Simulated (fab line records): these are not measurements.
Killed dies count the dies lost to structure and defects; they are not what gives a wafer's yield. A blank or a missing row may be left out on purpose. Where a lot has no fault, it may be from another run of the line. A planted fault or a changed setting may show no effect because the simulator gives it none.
Chamber matching || flow nand_harc || NHARC_A_CHANNEL_HOLE_D1_ETCH_38 on rie_diel-08: 4 sister chambers
The step etches the open film in CF4, target depth 39 nm, time 65 s. 4 wafers are shown with their chamber, then 7 later ones without.

== WAFERS WITH THEIR CHAMBER ==
{"wafer": "L373.3", "chamber": 2, "run_length_s (s)": 86.0}
{"wafer": "L377.5", "chamber": 0, "run_length_s (s)": 85.9}
{"wafer": "L378.4", "chamber": 3, "run_length_s (s)": 87.5}
{"wafer": "L380.2", "chamber": 1, "run_length_s (s)": 86.5}

== WAFERS MISSING THEIR CHAMBER ==
{"wafer": "L380.3", "run_length_s (s)": 86.6}
{"wafer": "L380.5", "run_length_s (s)": 86.0}
{"wafer": "L387.1", "run_length_s (s)": 87.0}
{"wafer": "L387.3", "run_length_s (s)": 86.7}
{"wafer": "L387.5", "run_length_s (s)": 86.8}
{"wafer": "L388.3", "run_length_s (s)": 87.2}
{"wafer": "L388.4", "run_length_s (s)": 86.0}

== THE CHAMBER EACH PASSED THROUGH ==
{"wafer": "L380.3", "from the rows above": "can't be placed: 1 or 2", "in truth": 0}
{"wafer": "L380.5", "from the rows above": "can't be placed: 2 or 0 or 1", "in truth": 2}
{"wafer": "L387.1", "from the rows above": "can't be placed: 1 or 3 or 2", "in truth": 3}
{"wafer": "L387.3", "from the rows above": "can't be placed: 1 or 2", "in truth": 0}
{"wafer": "L387.5", "from the rows above": "can't be placed: 1 or 3 or 2", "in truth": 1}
{"wafer": "L388.3", "from the rows above": "can't be placed: 3 or 1", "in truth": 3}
{"wafer": "L388.4", "from the rows above": "can't be placed: 2 or 0 or 1", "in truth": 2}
Correct placement for 0 of the 7. From these rows, 7 cannot be placed; in 5 the true chamber is one of the candidates. Wrongly placed: 0.
How it was worked out, from the rows above alone: a wafer's distance from a chamber is the root of the sum, over the readings, of the square of ((its reading less the chamber's mean) divided by the reading's scatter). If the next closest chamber is less than 2 further off than the closest, the wafer can't be placed; otherwise it belongs to the closest. The mean given for a chamber averages the wafers shown for that chamber. The scatter: root of mean squared gap, hidden wafer to nearest shown wafer, with one shown wafer a chamber.
